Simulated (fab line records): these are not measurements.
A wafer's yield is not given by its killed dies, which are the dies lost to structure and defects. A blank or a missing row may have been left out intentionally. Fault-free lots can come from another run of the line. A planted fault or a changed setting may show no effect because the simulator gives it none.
Split-lot trial	flow n5_finfet	21 wafers read across 7 lots, on a route 1938 steps long

THE SPLIT ITSELF
At N5_MIM_TOP_LITHO_EXPOSE_05 (exposes mask MIM TOP, target cd 2000 nm), the setting dose_mj was moved away from the recipe's 20.5 on 8 of the 21 wafers read, by -6.3% to +6.5%. This setting was run at the recipe's value on the other wafers.

FROM THE SPLIT TO THE READING: what the file shows between them, 3 steps
- N5_MIM_TOP_LITHO_PEB_06
- N5_MIM_TOP_LITHO_DEVELOP_07: develop time 60 s
- N5_MIM_TOP_LITHO_HARDBAKE_09: time 120 s

THE READING
cd_nm at N5_MIM_TOP_LITHO_CD_MEAS_08, given in nm (cd target 2000 nm). Fault-free wafers of this fab line usually give 2000.9 nm, standard deviation 1.8 nm.

wafer	tool, chamber at the split	dose_mj as run	against the recipe	cd_nm, nm	against lot-mates on the recipe
L075.1	krf_scanner-02, 0	21.83	+6.5%	1990.9	-9.1
L075.3	krf_scanner-02, 0	20.5	recipe	2000.0	-
L075.5	krf_scanner-02, 0	21.83	+6.5%	1991.3	-8.7
L082.1	krf_scanner-02, 0	20.5	recipe	2000.5	-
L082.2	krf_scanner-02, 0	20.5	recipe	2000.3	-
L082.6	krf_scanner-02, 0	20.5	recipe	1999.7	-
L083.1	krf_scanner-02, 0	19.21	-6.3%	2012.2	+11.6
L083.3	krf_scanner-02, 0	20.5	recipe	2000.4	-
L083.4	krf_scanner-02, 0	20.5	recipe	2000.8	-
L087.1	krf_scanner-01, 0	20.5	recipe	1999.8	-
L087.2	krf_scanner-01, 0	19.86	-3.1%	2004.2	+3.8
L087.4	krf_scanner-01, 0	20.5	recipe	2001.0	-
L093.3	krf_scanner-02, 0	20.5	recipe	2001.8	-
L093.5	krf_scanner-02, 0	21.83	+6.5%	1989.2	-13.0
L093.6	krf_scanner-02, 0	20.5	recipe	2002.7	-
L095.2	krf_scanner-01, 0	21.29	+3.9%	1994.4	-7.6
L095.4	krf_scanner-01, 0	21.29	+3.9%	1990.9	-11.1
L095.6	krf_scanner-01, 0	20.5	recipe	2002.0	-
L096.1	krf_scanner-02, 0	20.5	recipe	2001.3	-
L096.3	krf_scanner-02, 0	19.57	-4.5%	2009.3	+7.9
L096.6	krf_scanner-02, 0	20.5	recipe	2001.6	-

THE FIT
A straight line over all 21 wafers: cd_nm changes by -1.7 nm for each +1% of dose_mj; r = -0.98; the points scatter about the line by 1.3 nm.
The same after taking each lot's own level away (the mean of its wafers on the recipe; 21 wafers): -1.73 nm for each +1%; r = -0.97; scatter 1.4 nm.
Per that fit: largest dose_mj move, reading shift of 11 nm.
From 2000.00 to 2002.25 nm: that is the span of the lots' own levels, equal to 1.2 times the standard deviation above.
So the lot-to-lot level changes the slope little: the two slopes agree.
Check: for one of the wafers moved furthest among these (+6.5%), held out of the fit, the line's prediction against its lot-mates is -12 nm. Against them it came out at -9.1 nm.

THESE WAFERS: OTHER SPLITS
Note: prior to the reading, these wafers also went through further splits. Each is held against what the fit with the lots' levels taken away leaves over:
other split on the same wafers	wafers away from the commonest value	r with cd_nm (lot level and that fit taken away)
N5_MIM_BOT_SPUTTER_00 time_s	7	+0.04

THE WHOLE CHAIN: every reading that the file lists as answering this split, in the file's order
step	what it does	reading	change (the file's fit)	r (the file's)
N5_MIM_TOP_LITHO_CD_MEAS_08	target cd 2000 nm	cd_nm	-1.77 nm for each +1% of the setting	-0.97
N5_MIM_TOP_LITHO_DESCUM_10	chemistry O2, time 7.9 s	MIM_TOP_LITHO.cd_nm (the simulator's own value, which no gauge read)	-1.81 nm for each +1% of the setting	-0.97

THE FILE'S OWN FIT
cd_nm changes by -1.77 nm for each +1% of dose_mj, r = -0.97.
